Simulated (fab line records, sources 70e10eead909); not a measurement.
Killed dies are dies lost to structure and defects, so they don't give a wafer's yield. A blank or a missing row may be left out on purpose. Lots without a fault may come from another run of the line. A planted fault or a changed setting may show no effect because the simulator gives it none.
Chamber matching | flow nand_harc | NHARC_A_CONTACT_ETCH_75 on rie_diel-13: 4 sister chambers
The step etches the open film in CF4, target depth 39 nm, time 65 s. 4 wafers are shown with their chamber, then 7 later ones without.

WAFERS WITH THEIR CHAMBER
wafer  | chamber | drypump_motor_current_A (A)
L873.2 | 3       | 5.1
L874.1 | 0       | 6.1
L880.2 | 1       | 6.4
L880.3 | 2       | 5.9

WAFERS WITHOUT THEIR CHAMBER
wafer  | drypump_motor_current_A (A)
L880.5 | 6.1
L884.3 | 5.0
L884.4 | 6.4
L884.5 | 6.4
L885.1 | 6.4
L885.2 | 5.0
L885.5 | 5.9

WHICH CHAMBER EACH WENT THROUGH
wafer  | from the rows above | in truth
L880.5 | 0                   | 0
L884.3 | 3                   | 3
L884.4 | 1                   | 1
L884.5 | 1                   | 1
L885.1 | 1                   | 1
L885.2 | 3                   | 3
L885.5 | 2                   | 2
Placed correctly: 7 of 7. Can't be placed from these rows: 0. Placed wrongly: 0.
How it was worked out, from the rows above alone: a wafer's distance from a chamber is the root of the sum, over the readings, of the square of ((its reading less the chamber's mean) divided by the reading's scatter). The wafer belongs to the nearest chamber; if the next one is less than 2 further off, it can't be placed. A chamber's mean is the mean of its shown wafers. The scatter: with one shown wafer a chamber, the root of the mean of the squares of how far each hidden wafer lies from its nearest shown one.
